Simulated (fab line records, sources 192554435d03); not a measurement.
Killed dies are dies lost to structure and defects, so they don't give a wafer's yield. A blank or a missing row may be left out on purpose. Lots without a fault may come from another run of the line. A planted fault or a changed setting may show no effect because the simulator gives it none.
fab line records | flow n5_finfet
record lots=4 wafers=12 last_day=19
route steps=1938 shown BEOL_M2@919 BEOL_M3@931 BEOL_M4@1111 PASSIVATION@1936
lots that met no fault: from a run of the same line without faults
start_h: hours from the record's first day to the start of the lot's first wafer shown | wait_h: hours since the lot's step before | " the same as in the row above | L1.1+2: a row that stands for several wafers | - no value, or no start given | * or withheld: withheld | < > ~ a bound
route shown NAME@n: a module of which the file shows steps, and the number in the route of the first | usual: mean/standard deviation of fault-free wafers | same: alike in all rows | chamber/n: place in a boat | sites: the reading at each site | _std_site: their standard deviation | _edge_site: outer sites' mean less inner sites' | radius_mm: how far each site lies from the wafer's centre | mask NAME#n: copy n | behind: the tool/chamber that last shaped the wafer | hold: why the lot was held/for how many hours/how that ended | device: the transistor (n, p or np) that didn't switch | end of line: the same wafers' tests at the end of the route | a step without rows: its recipe alone | killed: dies lost to structure and defects at the first sort, not the wafer's yield | map: a wafer's dies, x killed, . not, _ none there
set.NAME: the setting as run; set.NAME@STEP: as run at that earlier step | model.NAME: the simulator's own value behind a step, which no gauge read
lots at some steps of the route; a table a step, a row a wafer
services: from which hour (start_h, from the record's first day; less than 0 if before it) a tool's chamber was out of use, for how many hours, and why
## steps
# step N5_BEOL_M2_ANNEAL_95
# recipe temp_c=400 time_s=240 ambient=vacuum
# step N5_BEOL_M2_SPUTTER_96
# recipe material=Cu target_thk_a=45 temp_c=-20 chamber_pressure_pa=0.07 power_w=withheld time_s=8.29
# step N5_BEOL_M2_ECD_50
# recipe material=Cu target_thk_a=3000
# step N5_BEOL_M2_ANNEAL_51
# recipe temp_c=225 time_s=90 ambient=N2
# step N5_BEOL_M2_CMP_52
# recipe stop_on=SiOC t_overpolish_s=6.8 down_force_psi=1 platen_rpm=50 clearing_platen_down_force_psi=1.5 clearing_platen_rpm=50 post_cmp_clean=cu_alkaline target_thk_nm=40 clearing_platen_pad_velocity_m_s=0.99484 pad_velocity_m_s=0.99484
# step N5_BEOL_M2_PRE_CLEAN_60
# recipe gas=NH3/H2 time_s=15 temp_c=* rf_power_w=300
# step N5_BEOL_M2_CO_CAP_55
# recipe material=Co target_thk_a=20 temp_c=200 precursor=CCTBA/H2 pressure_torr=30 time_s=102.1
# step N5_BEOL_M2_PRE_CLEAN_56
# recipe gas=NH3 time_s=15 temp_c=withheld rf_power_w=300
# step N5_BEOL_M2_DEP_57
# recipe material=SiCN target_thk_a=80 temp_c=withheld precursor=3MS/NH3 pressure_torr=3 rf_w=202 time_s=14
# step N5_BEOL_M3_ILD_DEP_00
# recipe material=SiOC target_thk_a=790 temp_c=350 precursor=DEMS/O2 pressure_torr=5 rf_w=500 time_s=15.3
# usual chamber_pressure_Torr=4.998/0.011 heater_power_outer_w=257/40 heater_power_w=467/56 showerhead_plenum_p_Torr=5.692/0.014 throttle_valve_pct=11.9/0.71 time_s=15.3/0
# columns lot.wafer tool chamber start_h wait_h chamber_pressure_Torr heater_power_outer_w heater_power_w showerhead_plenum_p_Torr throttle_valve_pct time_s
L759.2 pecvd-02 0 184.50 0.0 4.991 259 472 5.685 11.7 15.3
L759.4 " 0 " " 4.993 262 473 5.701 11.7 15.3
L759.6 " 2 " " 4.974 262 484 5.702 10.9 15.3
L771.1 pecvd-02 1 254.89 0.0 - - - - - -
L771.2 " 0 " " - - - - - -
L771.4 " 2 " " - - - - - -
L772.1 pecvd-01 1 262.38 0.0 - - - - - -
L772.5 " 0 " " - - - - - -
L772.6 " 2 " " - - - - - -
L776.1 pecvd-01 2 317.47 0.0 4.996 274 494 5.692 11.6 15.3
L776.2 " 0 " " 4.989 326 552 5.721 12.2 15.3
L776.6 " 2 " " 4.998 268 501 5.686 12.0 15.3
# step N5_BEOL_M3_PECVD_72
# recipe material=SiO2 target_thk_a=160 temp_c=400 precursor=TEOS/O2 pressure_torr=5.5 rf_w=450 teos_flow_sccm=53.8 gas=O2 flow_sccm=3000 time_s=18
# step N5_BEOL_M3_HM_DEP_02
# recipe material=TiN target_thk_a=200 temp_c=25 chamber_pressure_pa=0.49996
# step N5_BEOL_M3_COAT_61
# recipe resist=SOC temp_c=250 time_s=60 spin_rpm=1500 resist_thk_nm=60
# step N5_BEOL_M3_COAT_62
# recipe resist=SiARC temp_c=220 time_s=60 spin_rpm=1500 resist_thk_nm=12
# step N5_BEOL_M3_COAT_73
# recipe resist=underlayer temp_c=205 time_s=60 spin_rpm=1500 resist_thk_nm=5
# step N5_BEOL_M3_COAT_05
# recipe resist=CAR-EUV spin_rpm=1500 resist_thk_nm=30
# step N5_BEOL_M3_EBR_07
# recipe solvent=PGMEA ebr_width_mm=1.5
# step N5_BEOL_M3_SOFTBAKE_06
# recipe temp_c=110 time_s=60 resist=CAR-EUV
# step N5_BEOL_M3_EXPOSE_08
# recipe mask_id=M3 na=0.33 source_shape=dipole sigma_inner=0.369 sigma_outer=0.767 polarization=unpolarized dose_mj=33
# step N5_BEOL_M3_PEB_09
# recipe peb_temp_c=100 peb_time_s=60 resist=CAR-EUV
# step N5_BEOL_M3_DEVELOP_10
# recipe develop_time_s=30 developer=TMAH resist=CAR-EUV rinse_liquid=surfactant_rinse dry=air_spin dev_temp_c=23
# step N5_BEOL_M3_DESCUM_16
# recipe chemistry=O2 time_s=7 source_power_w=50 bias_power_w=20 pressure_mtorr=20 rf_frequency_hz=2.712e+07 temp_c=40 resist=CAR-EUV o2_flow_sccm=225
# step N5_BEOL_M3_ETCH_74
# recipe chemistry=N2/H2 target=underlayer target_depth_a=65 mask_material=CAR-EUV time_s=5.2 ion_energy_ev=200 pressure_mtorr=30 source_w=840 bias_w=150 n2_flow_sccm=200 h2_flow_sccm=200 ends=cleared
# step N5_BEOL_M3_ETCH_63
# recipe chemistry=CF4 target=SiARC target_depth_a=156 mask_material=CAR-EUV time_s=26 ion_energy_ev=80 pressure_mtorr=40 source_w=545 bias_w=36 Ar_flow_sccm=100 cf4_flow_sccm=100 ends=cleared
# step N5_BEOL_M3_ETCH_64
# recipe chemistry=N2/H2 target=SOC target_depth_a=750 overetch_a=150 mask_material=SiARC temp_c=40 time_s=112.5 ion_energy_ev=200 pressure_mtorr=30 source_w=840 bias_w=150 n2_flow_sccm=200 h2_flow_sccm=200
# step N5_BEOL_M3_STRIP_65
# recipe chemistry=N2/H2 temp_c=40 n2_flow_sccm=200 h2_flow_sccm=200 rf_frequency_hz=6e+07
# step N5_BEOL_M3_STRIP_75
# recipe chemistry=N2/H2 temp_c=40 n2_flow_sccm=200 h2_flow_sccm=200 rf_frequency_hz=6e+07
# step N5_BEOL_M3_STRIP_66
# recipe chemistry=CF4 resist=SiARC power_w=300 bias_power_w=75 pressure_mtorr=50 cf4_flow_sccm=150 rf_frequency_hz=6e+07
# step N5_BEOL_M3_HM_OPEN_17
# recipe chemistry=Cl2/BCl3 target_depth_a=200 overetch_a=60 target=TiN mask_material=SOC ion_energy_ev=150 pressure_mtorr=10 icp_w=1000 bias_w=126 Cl2_flow_sccm=53.25 bcl3_flow_sccm=21.75 Ar_flow_sccm=25
# step N5_BEOL_M3_STRIP_19
# recipe chemistry=O2 power_w=400 temp_c=40 pressure_mtorr=30 rf_frequency_hz=6e+07 bias_power_w=0 overash_fraction=0.2 o2_flow_sccm=225
# step N5_BEOL_M3_COAT_67
# recipe resist=SOC temp_c=250 time_s=60 spin_rpm=1500 resist_thk_nm=60
# step N5_BEOL_M3_COAT_68
# recipe resist=SiARC temp_c=220 time_s=60 spin_rpm=1500 resist_thk_nm=12
# step N5_BEOL_M3_COAT_76
# recipe resist=underlayer temp_c=205 time_s=60 spin_rpm=1500 resist_thk_nm=5
# step N5_BEOL_M3_COAT_22
# recipe resist=CAR-EUV spin_rpm=1500 resist_thk_nm=30
# step N5_BEOL_M3_OCD_MEAS_38
# usual trench_depth_nm=55.4/0.91
# columns lot.wafer tool chamber start_h wait_h trench_depth_nm
L759.2 ocd-02 - 205.54 - 56.2
L759.4 " - " " 55.9
L759.6 " - " " 54.4
L771.1 ocd-02 - 275.21 - -
L771.2 " - " " -
L771.4 " - " " -
L772.1 ocd-02 - 280.37 - -
L772.5 " - " " -
L772.6 " - " " -
L776.1 ocd-01 - 329.33 - 54.6
L776.2 " - " " 55.1
L776.6 " - " " 55.2
# step N5_BEOL_M4_RC_MEAS_101
# usual DIBL_N=36.5/1.9 DIBL_P=36.7/2.1 IOFF_N=0.17/0.035 IOFF_P=0.22/0.042 ION_N=676/10 ION_P=462/8.1 SS_N=71.5/0.72 SS_P=73.4/0.7 VT_N=249/3.1 VT_P=-250/3.9
# columns lot.wafer tool chamber start_h wait_h DIBL_N[mV/V] DIBL_P[mV/V] IOFF_N[nA/um] IOFF_P[nA/um] ION_N[uA/um] ION_P[uA/um] SS_N[mV/dec] SS_P[mV/dec] VT_N[mV] VT_P[mV]
L759.2 prober-01 0 221.12 0.2 36.9 35.2 0.16 0.21 685 460 70.9 74.0 246 -248
L759.4 " 0 " " 38.1 37.1 0.18 0.25 679 472 71.5 73.7 247 -246
L759.6 " 0 " " 38.1 37.6 0.18 0.24 678 465 71.7 74.4 249 -248
L776.1 prober-01 0 348.12 0.0 37.1 37.8 0.19 0.25 689 474 72.3 73.7 249 -247
L776.2 " 0 " " 33.4 33.7 0.13 0.19 662 459 70.9 72.1 252 -249
L776.6 " 0 " " 33.1 33.0 0.13 0.18 661 454 71.0 72.3 251 -253
# step N5_PASSIVATION_PROBE_49
# usual defect_limited_yield=91.4/1.5 killed_at_M0_to_M3=35/12 killed_at_M4_up=13/5.8 killed_at_contacts=12/5.5 killed_at_front_end=36/9.9 killed_at_other=4/3.7 killed_dies=101/18 killed_on_rim=13/4.1 killed_open=66/13 killed_short=33/8 sort_bin_5_function=5.0/1 sort_bin_6_memory=3.2/0.67 sort_n_pass=1079/18 sort_yield_pct=91.4/1.5
# same gross_dies=1180 killed_at_back_side=0 sort_bin_4_leakage[%]=0 sort_bin_8_speed[%]=0
# columns lot.wafer tool chamber start_h wait_h defect_limited_yield[%] killed_at_M0_to_M3 killed_at_M4_up killed_at_contacts killed_at_front_end killed_at_other killed_dies killed_on_rim killed_open killed_short sort_bin_5_function[%] sort_bin_6_memory[%] sort_n_pass sort_yield_pct[%]
L771.1 prober-02 - 393.62 0.0 0 1170 0 3 5 2 1180 152 7 5 74.1 2.6 0 0
L771.2 prober-02 - 393.67 0.1 0 1176 1 1 2 0 1180 152 7 1 71.7 3.2 0 0
L771.4 prober-02 - 393.77 0.2 0 1168 3 2 4 3 1180 152 12 4 74.3 3.0 0 0
L772.1 prober-02 - 412.09 0.0 0 1159 7 2 12 0 1180 152 22 5 74.3 3.1 0 0
L772.5 prober-02 - 412.29 0.2 0 1170 3 5 2 0 1180 152 12 5 72.9 2.3 0 0
L772.6 prober-02 - 412.34 0.3 0 1170 0 2 8 0 1180 152 12 3 74.5 3.2 0 0
# killed by level:class
L771.1 BEOL_M3:lost_pattern=1159 BEOL_M3:area_dep=9 MOL_CONTACT_COAG:geometric_particle:short=2 BEOL_M1:geometric_particle:open=2 MIM_TOP:geometric_particle:open=2 FIN_SAQP:geometric_particle:short=1 FIN_CUT:geometric_particle:short=1 STI_FIN_REVEAL:geometric_particle:open=1
L771.2 BEOL_M3:lost_pattern=1169 BEOL_M3:area_dep=3 FIN_SAQP:geometric_particle:open=1 SDB:geometric_particle:open=1 MOL_CONTACT_COAG:geometric_particle:open=1 BEOL_M0_SAQP:geometric_particle:open=1 BEOL_M0_SAQP:geometric_particle:short=1 BEOL_M2:geometric_particle:open=1
L771.4 BEOL_M3:lost_pattern=1157 BEOL_M3:area_dep=7 MOL_CONTACT_COAG:geometric_particle:open=2 BEOL_M2:geometric_particle:open=2 BEOL_M4:geometric_particle:open=2 DUMMY_GATE:geometric_particle:short=1 ILD0:geometric_particle:open=1 BEOL_M0_SAQP:geometric_particle:open=1
L772.1 BEOL_M3:lost_pattern=1148 BEOL_M3:area_dep=5 STI_FIN_REVEAL:geometric_particle:open=3 DUMMY_GATE:geometric_particle:open=3 FIN_SAQP:geometric_particle:open=2 BEOL_M0_SAQP:geometric_particle:open=2 BEOL_M3:geometric_particle:open=2 BEOL_M5:geometric_particle:open=2
L772.5 BEOL_M3:lost_pattern=1157 BEOL_M3:area_dep=6 MOL_CONTACT_COAG:geometric_particle:open=5 BEOL_M3:geometric_particle:open=4 BEOL_M0_SAQP:geometric_particle:short=2 FIN_SAQP:geometric_particle:short=1 GATE_CUT:geometric_particle:short=1 BEOL_M3:geometric_particle:short=1
L772.6 BEOL_M3:lost_pattern=1158 BEOL_M3:area_dep=7 DUMMY_GATE:geometric_particle:open=4 STI_FIN_REVEAL:geometric_particle:open=2 MOL_CONTACT_COAG:geometric_particle:open=2 BEOL_M0:geometric_particle:open=2 FIN_SAQP:geometric_particle:short=1 BEOL_M2:geometric_particle:short=1
# map L771.1 (x killed, . not)
_________________xxxxxxxxxxxx________________
______________xxxxxxxxxxxxxxxxxx_____________
___________xxxxxxxxxxxxxxxxxxxxxxxx__________
__________xxxxxxxxxxxxxxxxxxxxxxxxxx_________
________xxxxxxxxxxxxxxxxxxxxxxxxxxxxxx_______
_______xxxxxxxxxxxxxxxxxxxxxxxxxxxxxxxx______
______xxxxxxxxxxxxxxxxxxxxxxxxxxxxxxxxxx_____
_____xxxxxxxxxxxxxxxxxxxxxxxxxxxxxxxxxxxx____
____xxxxxxxxxxxxxxxxxxxxxxxxxxxxxxxxxxxxxx___
___xxxxxxxxxxxxxxxxxxxxxxxxxxxxxxxxxxxxxxxx__
___xxxxxxxxxxxxxxxxxxxxxxxxxxxxxxxxxxxxxxxx__
__xxxxxxxxxxxxxxxxxxxxxxxxxxxxxxxxxxxxxxxxxx_
__xxxxxxxxxxxxxxxxxxxxxxxxxxxxxxxxxxxxxxxxxx_
_xxxxxxxxxxxxxxxxxxxxxxxxxxxxxxxxxxxxxxxxxxxx
_xxxxxxxxxxxxxxxxxxxxxxxxxxxxxxxxxxxxxxxxxxxx
_xxxxxxxxxxxxxxxxxxxxxxxxxxxxxxxxxxxxxxxxxxxx
_xxxxxxxxxxxxxxxxxxxxxxxxxxxxxxxxxxxxxxxxxxxx
_xxxxxxxxxxxxxxxxxxxxxxxxxxxxxxxxxxxxxxxxxxxx
_xxxxxxxxxxxxxxxxxxxxxxxxxxxxxxxxxxxxxxxxxxxx
_xxxxxxxxxxxxxxxxxxxxxxxxxxxxxxxxxxxxxxxxxxxx
_xxxxxxxxxxxxxxxxxxxxxxxxxxxxxxxxxxxxxxxxxxxx
__xxxxxxxxxxxxxxxxxxxxxxxxxxxxxxxxxxxxxxxxxx_
__xxxxxxxxxxxxxxxxxxxxxxxxxxxxxxxxxxxxxxxxxx_
___xxxxxxxxxxxxxxxxxxxxxxxxxxxxxxxxxxxxxxxx__
___xxxxxxxxxxxxxxxxxxxxxxxxxxxxxxxxxxxxxxxx__
____xxxxxxxxxxxxxxxxxxxxxxxxxxxxxxxxxxxxxx___
_____xxxxxxxxxxxxxxxxxxxxxxxxxxxxxxxxxxxx____
______xxxxxxxxxxxxxxxxxxxxxxxxxxxxxxxxxx_____
_______xxxxxxxxxxxxxxxxxxxxxxxxxxxxxxxx______
________xxxxxxxxxxxxxxxxxxxxxxxxxxxxxx_______
__________xxxxxxxxxxxxxxxxxxxxxxxxxx_________
___________xxxxxxxxxxxxxxxxxxxxxxxx__________
______________xxxxxxxxxxxxxxxxxx_____________
_________________xxxxxxxxxxxx________________
# map L772.1 (x killed, . not)
_________________xxxxxxxxxxxx________________
______________xxxxxxxxxxxxxxxxxx_____________
___________xxxxxxxxxxxxxxxxxxxxxxxx__________
__________xxxxxxxxxxxxxxxxxxxxxxxxxx_________
________xxxxxxxxxxxxxxxxxxxxxxxxxxxxxx_______
_______xxxxxxxxxxxxxxxxxxxxxxxxxxxxxxxx______
______xxxxxxxxxxxxxxxxxxxxxxxxxxxxxxxxxx_____
_____xxxxxxxxxxxxxxxxxxxxxxxxxxxxxxxxxxxx____
____xxxxxxxxxxxxxxxxxxxxxxxxxxxxxxxxxxxxxx___
___xxxxxxxxxxxxxxxxxxxxxxxxxxxxxxxxxxxxxxxx__
___xxxxxxxxxxxxxxxxxxxxxxxxxxxxxxxxxxxxxxxx__
__xxxxxxxxxxxxxxxxxxxxxxxxxxxxxxxxxxxxxxxxxx_
__xxxxxxxxxxxxxxxxxxxxxxxxxxxxxxxxxxxxxxxxxx_
_xxxxxxxxxxxxxxxxxxxxxxxxxxxxxxxxxxxxxxxxxxxx
_xxxxxxxxxxxxxxxxxxxxxxxxxxxxxxxxxxxxxxxxxxxx
_xxxxxxxxxxxxxxxxxxxxxxxxxxxxxxxxxxxxxxxxxxxx
_xxxxxxxxxxxxxxxxxxxxxxxxxxxxxxxxxxxxxxxxxxxx
_xxxxxxxxxxxxxxxxxxxxxxxxxxxxxxxxxxxxxxxxxxxx
_xxxxxxxxxxxxxxxxxxxxxxxxxxxxxxxxxxxxxxxxxxxx
_xxxxxxxxxxxxxxxxxxxxxxxxxxxxxxxxxxxxxxxxxxxx
_xxxxxxxxxxxxxxxxxxxxxxxxxxxxxxxxxxxxxxxxxxxx
__xxxxxxxxxxxxxxxxxxxxxxxxxxxxxxxxxxxxxxxxxx_
__xxxxxxxxxxxxxxxxxxxxxxxxxxxxxxxxxxxxxxxxxx_
___xxxxxxxxxxxxxxxxxxxxxxxxxxxxxxxxxxxxxxxx__
___xxxxxxxxxxxxxxxxxxxxxxxxxxxxxxxxxxxxxxxx__
____xxxxxxxxxxxxxxxxxxxxxxxxxxxxxxxxxxxxxx___
_____xxxxxxxxxxxxxxxxxxxxxxxxxxxxxxxxxxxx____
______xxxxxxxxxxxxxxxxxxxxxxxxxxxxxxxxxx_____
_______xxxxxxxxxxxxxxxxxxxxxxxxxxxxxxxx______
________xxxxxxxxxxxxxxxxxxxxxxxxxxxxxx_______
__________xxxxxxxxxxxxxxxxxxxxxxxxxx_________
___________xxxxxxxxxxxxxxxxxxxxxxxx__________
______________xxxxxxxxxxxxxxxxxx_____________
_________________xxxxxxxxxxxx________________
## services
# columns tool chamber start_h hours kind
pecvd-02 2 162.58 6.2 repair
pecvd-01 2 202.38 - clean
pecvd-01 2 202.38 - consumable_replace:showerhead
pecvd-01 2 202.38 29.0 scheduled_down
pecvd-01 2 202.38 29.0 vent_cycle
pecvd-02 1 295.21 5.2 repair
## key
first_sign step=N5_BEOL_M3_ILD_DEP_00 reading=tool_record direction=missing
effect step=N5_BEOL_M3_OCD_MEAS_38 reading=trench_depth_nm direction=missing
effect step=N5_PASSIVATION_PROBE_49 reading=killed_at_M0_to_M3 direction=up sigmas=97 usual=35 struck=1169
met_at N5_BEOL_M3_ILD_DEP_00
struck_wafers L771.1,L771.2,L771.4,L772.1,L772.5,L772.6
later_rows_left_out L771.1,L771.2,L771.4,L772.1,L772.5,L772.6
onset_between 184.50 254.89
fault kind=skipped_step_whole tool=pecvd-01,pecvd-02 chamber=- onset_h=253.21 steps=N5_BEOL_M3_ILD_DEP_00 scope=struck_lots_only
# later_rows_left_out: the simulator's readings of these wafers behind a module that went badly wrong aren't trusted and aren't shown, but for the sort
